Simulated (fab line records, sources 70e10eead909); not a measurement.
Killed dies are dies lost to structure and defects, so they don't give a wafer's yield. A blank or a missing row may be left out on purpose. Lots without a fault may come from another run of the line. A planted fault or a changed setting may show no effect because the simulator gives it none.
Chamber matching | flow nand_harc | NHARC_P_CONTACT_ALD_22 on ald_metal-01: 4 sister chambers
The step deposits TiN, target thk 3 nm, pulse time 1 s, ald cycles 150. 4 wafers are shown with their chamber, then 7 later ones without.

WAFERS WITH THEIR CHAMBER
wafer  | chamber | heater_power_w (W)
L675.4 | 3       | 1029
L677.1 | 1       | 1280
L678.1 | 2       | 1104
L678.2 | 0       | 1024

WAFERS WITHOUT THEIR CHAMBER
wafer  | heater_power_w (W)
L678.3 | 1278
L679.3 | 1005
L679.4 | 1216
L679.6 | 1095
L681.2 | 1134
L681.4 | 1256
L681.5 | 1260

WHICH CHAMBER EACH WENT THROUGH
wafer  | from the rows above     | in truth
L678.3 | 1                       | 1
L679.3 | can't be placed: 0 or 3 | 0
L679.4 | can't be placed: 1 or 2 | 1
L679.6 | can't be placed: 2 or 3 | 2
L681.2 | 2                       | 2
L681.4 | 1                       | 1
L681.5 | 1                       | 1
Placed correctly: 4 of 7. Can't be placed from these rows: 3 (the true chamber is among the candidates in 3). Placed wrongly: 0.
How it was worked out, from the rows above alone: a wafer's distance from a chamber is the root of the sum, over the readings, of the square of ((its reading less the chamber's mean) divided by the reading's scatter). The wafer belongs to the nearest chamber; if the next one is less than 2 further off, it can't be placed. A chamber's mean is the mean of its shown wafers. The scatter: with one shown wafer a chamber, the root of the mean of the squares of how far each hidden wafer lies from its nearest shown one.
